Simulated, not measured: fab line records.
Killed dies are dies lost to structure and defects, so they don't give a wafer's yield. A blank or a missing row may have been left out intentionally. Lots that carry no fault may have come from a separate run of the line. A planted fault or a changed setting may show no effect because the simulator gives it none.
Which tool is to blame? | flow n5-finfet | Sampling: 24 lots, 72 wafers, 6 of 1938 route steps

## WHAT THE GAUGES READ, wafer by wafer
N5_BEOL_M3_CD_MEAS_28: target cd 25.7 nm, target cd y 23.3 nm.
lot  | measured     | on        | cd-nm (nm)
L074 | day 7 08:43  | cd-sem-01 | 25.93 25.80 25.47
L075 | day 7 14:02  | cd-sem-02 | 25.94 25.56 25.71
L076 | day 7 23:02  | cd-sem-02 | 25.54 24.86 25.44
L077 | day 7 23:23  | cd-sem-01 | 25.91 25.83 25.77
L078 | day 8 05:20  | cd-sem-03 | 25.67 25.54 25.96
L080 | day 8 13:03  | cd-sem-02 | 25.52 25.63 25.64
L081 | day 8 15:34  | cd-sem-02 | 25.86 25.91 25.78
L079 | day 8 22:49  | cd-sem-03 | 25.27 25.59 25.59
L083 | day 9 09:26  | cd-sem-02 | 25.39 25.68 25.58
L082 | day 9 11:49  | cd-sem-01 | 25.51 25.78 25.88
L084 | day 10 02:51 | cd-sem-03 | 26.04 25.46 26.15
L085 | day 10 05:44 | cd-sem-01 | 25.32 25.37 25.57
L086 | day 10 06:26 | cd-sem-02 | 25.59 25.83 25.52
L087 | day 10 16:03 | cd-sem-01 | 25.64 25.33 25.70
L088 | day 11 00:52 | cd-sem-02 | 25.14 25.37 25.81
L089 | day 11 08:10 | cd-sem-02 | 25.55 25.58 25.78
L090 | day 11 08:40 | cd-sem-02 | 25.50 25.56 25.70
L091 | day 11 22:38 | cd-sem-01 | 26.09 25.34 26.04
L092 | day 12 02:30 | cd-sem-01 | 25.53 25.55 25.74
L093 | day 12 05:46 | cd-sem-03 | 25.62 25.58 25.55
L094 | day 12 21:49 | cd-sem-03 | 25.84 26.09 25.89
L095 | day 12 23:25 | cd-sem-03 | 25.76 25.74 25.68
L096 | day 13 03:05 | cd-sem-03 | 25.53 25.56 25.88
L097 | day 13 04:35 | cd-sem-01 | 26.06 25.21 26.06

N5_BEOL_M3_OCD_MEAS_38.
lot  | measured     | on     | trench-depth-nm (nm)
L074 | day 7 16:11  | ocd-02 | 55.8 51.9 57.0
L075 | day 8 03:19  | ocd-01 | 56.4 56.6 54.8
L076 | day 8 00:32  | ocd-01 | 56.2 52.6 51.9
L077 | day 8 04:01  | ocd-01 | 55.8 57.7 56.4
L078 | day 8 07:08  | ocd-01 | 55.5 54.7 55.7
L080 | day 9 01:20  | ocd-02 | 56.6 54.6 54.9
L081 | day 9 05:53  | ocd-02 | 54.6 57.5 52.1
L079 | day 9 06:49  | ocd-01 | 54.2 57.0 56.9
L083 | day 9 20:38  | ocd-01 | 55.6 54.7 54.1
L082 | day 10 01:26 | ocd-02 | 55.0 56.5 54.5
L084 | day 10 11:25 | ocd-02 | 56.7 53.5 54.6
L085 | day 10 14:23 | ocd-02 | 54.8 55.9 55.0
L086 | day 10 14:25 | ocd-01 | 55.4 54.9 55.0
L087 | day 11 02:10 | ocd-01 | 57.8 56.9 57.6
L088 | day 11 07:03 | ocd-01 | 56.2 55.9 57.4
L089 | day 11 11:41 | ocd-01 | 52.9 55.8 56.3
L090 | day 11 12:05 | ocd-01 | 56.1 54.6 55.9
L091 | day 12 04:02 | ocd-02 | 55.5 54.6 54.0
L092 | day 12 07:55 | ocd-01 | 55.3 55.8 54.1
L093 | day 12 16:35 | ocd-02 | 56.2 56.0 54.8
L094 | day 13 01:26 | ocd-01 | 57.6 53.0 56.8
L095 | day 13 06:40 | ocd-02 | 56.4 54.0 53.3
L096 | day 13 06:50 | ocd-02 | 56.9 54.1 58.0
L097 | day 13 10:20 | ocd-01 | 54.8 55.5 55.3

## WHICH TOOL RAN EACH LOT (tool, then ch and the chambers of the sampled wafers, then the start)
lot  | N5_BEOL_M2_SPUTTER_96        | N5_BEOL_M3_DESCUM_33               | N5_BEOL_M3_ETCHBACK_99             | N5_BEOL_M3_ETCH_70
L074 | pvd-sputter-02, day 7 05:46  | rie-diel-03 ch 0,2, day 7 08:50    | rie-diel-05 ch 0,1,2, day 7 15:47  | rie-diel-05 ch 0,1,2, day 7 15:49
L075 | pvd-sputter-01, day 7 11:13  | rie-diel-03 ch 0,3, day 7 14:10    | rie-diel-06 ch 0,2, day 8 02:55    | rie-diel-06 ch 0,2, day 8 02:57
L076 | pvd-sputter-03, day 7 18:23  | rie-diel-05 ch 2,3, day 7 23:13    | rie-diel-05 ch 1,2, day 8 00:09    | rie-diel-05 ch 1,2, day 8 00:11
L077 | pvd-sputter-03, day 7 20:32  | rie-diel-03 ch 0,1,2, day 7 23:31  | rie-diel-06 ch 1,2, day 8 03:37    | rie-diel-06 ch 1,2, day 8 03:40
L078 | pvd-sputter-03, day 8 02:03  | rie-diel-05 ch 0,1,2, day 8 05:28  | rie-diel-03 ch 0,1,3, day 8 06:45  | rie-diel-03 ch 0,1,3, day 8 06:47
L080 | pvd-sputter-03, day 8 09:05  | rie-diel-05 ch 2,3, day 8 13:10    | rie-diel-06 ch 1,3, day 9 00:57    | rie-diel-06 ch 1,3, day 9 00:59
L081 | pvd-sputter-01, day 8 12:34  | rie-diel-03 ch 0,1,3, day 8 15:41  | rie-diel-05 ch 1,2,3, day 9 05:29  | rie-diel-05 ch 1,2,3, day 9 05:31
L079 | pvd-sputter-03, day 8 19:21  | rie-diel-06 ch 0,1, day 8 22:56    | rie-diel-06 ch 0,3, day 9 06:26    | rie-diel-06 ch 0,3, day 9 06:28
L083 | pvd-sputter-01, day 9 06:01  | rie-diel-03 ch 0,2,3, day 9 09:33  | rie-diel-03 ch 0,1, day 9 20:14    | rie-diel-03 ch 0,1, day 9 20:17
L082 | pvd-sputter-03, day 9 07:41  | rie-diel-03 ch 0,2,3, day 9 11:56  | rie-diel-03 ch 0,1, day 10 01:03   | rie-diel-03 ch 0,1, day 10 01:05
L084 | pvd-sputter-02, day 9 23:01  | rie-diel-05 ch 1,2,3, day 10 03:10 | rie-diel-05 ch 0,2,3, day 10 11:01 | rie-diel-05 ch 0,2,3, day 10 11:03
L085 | pvd-sputter-02, day 10 01:34 | rie-diel-03 ch 0,2, day 10 05:51   | rie-diel-03 ch 0,1,3, day 10 13:59 | rie-diel-03 ch 0,1,3, day 10 14:02
L086 | pvd-sputter-03, day 10 02:35 | rie-diel-06 ch 0,1,2, day 10 06:53 | rie-diel-06 ch 0,1, day 10 14:02   | rie-diel-06 ch 0,1, day 10 14:04
L087 | pvd-sputter-01, day 10 12:31 | rie-diel-03 ch 0,1,2, day 10 16:10 | rie-diel-06 ch 2,3, day 11 01:46   | rie-diel-06 ch 2,3, day 11 01:49
L088 | pvd-sputter-03, day 10 20:08 | rie-diel-06 ch 0,1,3, day 11 00:59 | rie-diel-06 ch 1,2,3, day 11 06:40 | rie-diel-06 ch 1,2,3, day 11 06:42
L089 | pvd-sputter-02, day 11 02:26 | rie-diel-06 ch 0,2,3, day 11 08:18 | rie-diel-06 ch 0,2, day 11 11:18   | rie-diel-06 ch 0,2, day 11 11:20
L090 | pvd-sputter-01, day 11 05:31 | rie-diel-03 ch 0,2,3, day 11 08:47 | rie-diel-06 ch 0,1,2, day 11 11:42 | rie-diel-06 ch 0,1,2, day 11 11:44
L091 | pvd-sputter-03, day 11 17:24 | rie-diel-03 ch 1,2, day 11 22:46   | rie-diel-03 ch 0,1,2, day 12 03:38 | rie-diel-03 ch 0,1,2, day 12 03:41
L092 | pvd-sputter-01, day 11 22:19 | rie-diel-06 ch 1,2,3, day 12 02:38 | rie-diel-03 ch 0,1,3, day 12 07:31 | rie-diel-03 ch 0,1,3, day 12 07:33
L093 | pvd-sputter-03, day 12 01:20 | rie-diel-05 ch 0,1,2, day 12 05:53 | rie-diel-03 ch 1,2,3, day 12 16:11 | rie-diel-03 ch 1,2,3, day 12 16:13
L094 | pvd-sputter-02, day 12 18:05 | rie-diel-06 ch 1,2, day 12 21:56   | rie-diel-05 ch 0,3, day 13 01:02   | rie-diel-05 ch 0,3, day 13 01:05
L095 | pvd-sputter-02, day 12 20:01 | rie-diel-03 ch 0,1, day 12 23:32   | rie-diel-05 ch 1,2,3, day 13 06:16 | rie-diel-05 ch 1,2,3, day 13 06:18
L096 | pvd-sputter-01, day 12 21:51 | rie-diel-03 ch 0,3, day 13 03:52   | rie-diel-06 ch 0,3, day 13 06:27   | rie-diel-06 ch 0,3, day 13 06:29
L097 | pvd-sputter-02, day 13 01:01 | rie-diel-05 ch 0,1,3, day 13 04:42 | rie-diel-03 ch 0,1, day 13 09:56   | rie-diel-03 ch 0,1, day 13 09:58
- N5_BEOL_M2_SPUTTER_96: material Cu, target thk 4.5 nm, time 8.29 s.
- N5_BEOL_M3_DESCUM_33: chemistry O2, time 7 s.
- N5_BEOL_M3_ETCHBACK_99: etches SiO2 in CHF3, target depth 5 nm, time 10.4 s.
- N5_BEOL_M3_ETCH_70: etches SOC in N2/H2, target depth 80 nm, overetch 16 nm, time 120 s.

## WHAT THE TOOLS THEMSELVES READ (means of the sampled wafers that have a number; where no wafer has one, the mark that the record gives instead)
N5_BEOL_M2_SPUTTER_96.
lot  | tool           | chamber-pressure-pa (Pa) | throttle-valve-pct (%)
L074 | pvd-sputter-02 | 0.06996                  | 30.8
L075 | pvd-sputter-01 | 0.07007                  | 30.2
L076 | pvd-sputter-03 | 0.06995                  | 30.4
L077 | pvd-sputter-03 | 0.06989                  | 30.2
L078 | pvd-sputter-03 | 0.06996                  | 30.3
L080 | pvd-sputter-03 | 0.06993                  | 30.5
L081 | pvd-sputter-01 | 0.06987                  | 30.8
L079 | pvd-sputter-03 | 0.07003                  | 30.4
L083 | pvd-sputter-01 | 0.07022                  | 30.4
L082 | pvd-sputter-03 | 0.07003                  | 30.5
L084 | pvd-sputter-02 | 0.06999                  | 30.3
L085 | pvd-sputter-02 | 0.06988                  | 30.4
L086 | pvd-sputter-03 | 0.07000                  | 30.6
L087 | pvd-sputter-01 | 0.07011                  | 29.8
L088 | pvd-sputter-03 | 0.06994                  | 30.6
L089 | pvd-sputter-02 | 0.06993                  | 30.8
L090 | pvd-sputter-01 | 0.07001                  | 29.8
L091 | pvd-sputter-03 | 0.06994                  | 30.5
L092 | pvd-sputter-01 | 0.07006                  | 30.4
L093 | pvd-sputter-03 | 0.07001                  | 30.6
L094 | pvd-sputter-02 | 0.07008                  | 30.7
L095 | pvd-sputter-02 | 0.07004                  | 28.9
L096 | pvd-sputter-01 | 0.06997                  | 30.3
L097 | pvd-sputter-02 | 0.06988                  | 29.6

N5_BEOL_M3_DESCUM_33.
lot  | tool        | bias-power-w (W) | drypump-motor-current-A (A) | oes-product-au (a.u.) | rf-vpp-V (V) | showerhead-plenum-p-Torr (Torr) | throttle-valve-pct (%)
L074 | rie-diel-03 | 20.01            | 6.3                         | 0.89                  | 243.3        | 2.04                            | 20.39
L075 | rie-diel-03 | 20.06            | 5.9                         | 0.83                  | 242.0        | 2.02                            | 20.52
L076 | rie-diel-05 | 20.03            | 5.7                         | 0.79                  | 244.3        | 2.10                            | 20.52
L077 | rie-diel-03 | 20.09            | 6.1                         | 0.80                  | 242.2        | 2.05                            | 20.35
L078 | rie-diel-05 | 20.00            | 5.5                         | 0.81                  | 243.5        | 2.11                            | 20.40
L080 | rie-diel-05 | 20.01            | 5.5                         | 0.75                  | 243.1        | 2.08                            | 20.41
L081 | rie-diel-03 | 20.06            | 6.0                         | 0.82                  | 242.9        | 2.05                            | 20.42
L079 | rie-diel-06 | 20.05            | 5.6                         | 0.82                  | 242.3        | 2.03                            | 20.33
L083 | rie-diel-03 | 19.96            | 6.1                         | 0.78                  | 242.6        | 2.01                            | 20.46
L082 | rie-diel-03 | 19.98            | 6.0                         | 0.78                  | 243.1        | 2.01                            | 20.47
L084 | rie-diel-05 | 20.08            | 5.7                         | 0.75                  | 244.5        | 2.12                            | 20.48
L085 | rie-diel-03 | 20.04            | 6.2                         | 0.75                  | 241.6        | 2.01                            | 20.41
L086 | rie-diel-06 | 20.01            | 5.5                         | 0.85                  | 242.5        | 2.11                            | 20.42
L087 | rie-diel-03 | 19.97            | 6.2                         | 0.77                  | 241.8        | 2.04                            | 20.38
L088 | rie-diel-06 | 20.04            | 5.7                         | 0.78                  | 242.7        | 2.02                            | 20.38
L089 | rie-diel-06 | 20.00            | 5.6                         | 0.84                  | 243.0        | 2.10                            | 20.35
L090 | rie-diel-03 | 19.94            | 6.1                         | 0.77                  | 242.7        | 2.01                            | 20.48
L091 | rie-diel-03 | 20.07            | 6.1                         | 0.69                  | 241.3        | 2.01                            | 20.39
L092 | rie-diel-06 | 20.00            | 5.6                         | 0.80                  | 242.5        | 2.09                            | 20.45
L093 | rie-diel-05 | 19.98            | 5.5                         | 0.78                  | 243.5        | 2.10                            | 20.45
L094 | rie-diel-06 | 19.94            | 5.5                         | 0.79                  | 243.1        | 2.09                            | 20.55
L095 | rie-diel-03 | 20.01            | 6.1                         | 0.77                  | 242.7        | 2.07                            | 20.36
L096 | rie-diel-03 | 19.97            | 6.2                         | 0.80                  | 241.8        | 2.03                            | 20.52
L097 | rie-diel-05 | 19.97            | 5.8                         | 0.80                  | 244.3        | 2.13                            | 20.56

N5_BEOL_M3_ETCHBACK_99.
lot  | tool        | drypump-motor-current-A (A) | oes_f_703_au (a.u.) | oes-product-au (a.u.) | rf-vpp-V (V) | showerhead-plenum-p-Torr (Torr) | throttle-valve-pct (%)
L074 | rie-diel-05 | 5.53                        | 0.82                | 0.83                  | 243          | 2.20                            | 17.17
L075 | rie-diel-06 | 5.42                        | 0.77                | 0.76                  | 243          | 2.06                            | 17.21
L076 | rie-diel-05 | 5.46                        | 0.71                | 0.72                  | 241          | 2.19                            | 17.21
L077 | rie-diel-06 | 5.54                        | 0.75                | 0.74                  | 237          | 2.04                            | 17.07
L078 | rie-diel-03 | 6.03                        | 0.84                | 0.83                  | 243          | 2.10                            | 17.02
L080 | rie-diel-06 | 5.72                        | 0.78                | 0.76                  | 236          | 2.03                            | 16.87
L081 | rie-diel-05 | 5.71                        | 0.75                | 0.75                  | 244          | 2.19                            | 17.20
L079 | rie-diel-06 | 5.77                        | 0.83                | 0.81                  | 242          | 2.06                            | 16.84
L083 | rie-diel-03 | 6.26                        | 0.86                | 0.86                  | 244          | 2.11                            | 16.88
L082 | rie-diel-03 | 6.25                        | 0.86                | 0.85                  | 243          | 2.11                            | 16.89
L084 | rie-diel-05 | 5.61                        | 0.79                | 0.81                  | 241          | 2.19                            | 17.34
L085 | rie-diel-03 | 6.01                        | 0.82                | 0.80                  | 243          | 2.09                            | 17.06
L086 | rie-diel-06 | 5.60                        | 0.79                | 0.77                  | 237          | 2.04                            | 16.85
L087 | rie-diel-06 | 5.69                        | 0.85                | 0.83                  | 243          | 2.13                            | 16.96
L088 | rie-diel-06 | 5.60                        | 0.84                | 0.82                  | 240          | 2.13                            | 16.95
L089 | rie-diel-06 | 5.41                        | 0.93                | 0.90                  | 245          | 2.24                            | 16.91
L090 | rie-diel-06 | 5.53                        | 0.86                | 0.85                  | 241          | 2.14                            | 16.88
L091 | rie-diel-03 | 6.14                        | 0.78                | 0.77                  | 237          | 2.10                            | 17.06
L092 | rie-diel-03 | 6.03                        | 0.80                | 0.78                  | 241          | 2.09                            | 17.07
L093 | rie-diel-03 | 5.91                        | 0.75                | 0.72                  | 237          | 2.08                            | 17.22
L094 | rie-diel-05 | 5.66                        | 0.85                | 0.86                  | 243          | 2.19                            | 17.33
L095 | rie-diel-05 | 5.69                        | 0.72                | 0.73                  | 244          | 2.18                            | 17.26
L096 | rie-diel-06 | 5.76                        | 0.79                | 0.78                  | 242          | 2.05                            | 16.88
L097 | rie-diel-03 | 6.12                        | 0.80                | 0.77                  | 239          | 2.11                            | 17.01

N5_BEOL_M3_ETCH_70.
lot  | tool        | drypump-motor-current-A (A) | oes-product-au (a.u.) | rf-vpp-V (V) | showerhead-plenum-p-Torr (Torr) | throttle-valve-pct (%)
L074 | rie-diel-05 | 5.53                        | 0.63                  | 525.8        | 2.59                            | 17.82
L075 | rie-diel-06 | 5.41                        | 0.58                  | 520.3        | 2.44                            | 18.08
L076 | rie-diel-05 | 5.48                        | 0.57                  | 524.6        | 2.54                            | 17.67
L077 | rie-diel-06 | 5.56                        | 0.56                  | 521.8        | 2.44                            | 18.06
L078 | rie-diel-03 | 6.02                        | 0.63                  | 522.9        | 2.49                            | 17.86
L080 | rie-diel-06 | 5.73                        | 0.58                  | 521.9        | 2.44                            | 17.85
L081 | rie-diel-05 | 5.69                        | 0.58                  | 524.4        | 2.58                            | 17.85
L079 | rie-diel-06 | 5.76                        | 0.61                  | 520.8        | 2.45                            | 17.65
L083 | rie-diel-03 | 6.25                        | 0.65                  | 523.3        | 2.51                            | 17.70
L082 | rie-diel-03 | 6.26                        | 0.65                  | 522.7        | 2.50                            | 17.70
L084 | rie-diel-05 | 5.60                        | 0.62                  | 524.2        | 2.56                            | 17.97
L085 | rie-diel-03 | 6.05                        | 0.61                  | 521.4        | 2.49                            | 17.89
L086 | rie-diel-06 | 5.63                        | 0.60                  | 521.1        | 2.45                            | 17.87
L087 | rie-diel-06 | 5.70                        | 0.63                  | 523.3        | 2.53                            | 17.73
L088 | rie-diel-06 | 5.61                        | 0.62                  | 523.1        | 2.53                            | 17.84
L089 | rie-diel-06 | 5.43                        | 0.70                  | 527.0        | 2.65                            | 17.80
L090 | rie-diel-06 | 5.52                        | 0.65                  | 524.2        | 2.55                            | 17.84
L091 | rie-diel-03 | 6.15                        | 0.59                  | 522.1        | 2.48                            | 17.80
L092 | rie-diel-03 | 6.03                        | 0.60                  | 521.7        | 2.48                            | 17.91
L093 | rie-diel-03 | 5.91                        | 0.55                  | 521.1        | 2.46                            | 17.97
L094 | rie-diel-05 | 5.66                        | 0.66                  | 524.0        | 2.60                            | 18.16
L095 | rie-diel-05 | 5.71                        | 0.57                  | 524.8        | 2.57                            | 17.90
L096 | rie-diel-06 | 5.76                        | 0.60                  | 521.2        | 2.43                            | 17.69
L097 | rie-diel-03 | 6.09                        | 0.60                  | 523.1        | 2.52                            | 17.88

## THE ANSWER, worked out from the rows above alone
Rule: usual is defined by the lots themselves. Put in order of their means at a reading, lots are off if they are a third of the lots or fewer, leave a main group of 4 or more, and stand apart from it by a gap of 3 or more times the standard deviation of the main group's means; of several such gaps the widest counts. The tables above print the reading to a certain number of digits; a main group whose means all agree to those digits is not used. Also off: a lot with no number at a reading for which 4 or more lots have one. The other lots that the step has rows for count as sound. First the gauges in route order, then the tools' own readings, where a lot's mean is used as printed above. At the first step where some lot is off, the reading lying furthest off is the one used; lots without a number count as furthest.
None of the lots is off at any reading shown; this tells nothing.

## WHAT THE SIMULATOR HAD INSERTED
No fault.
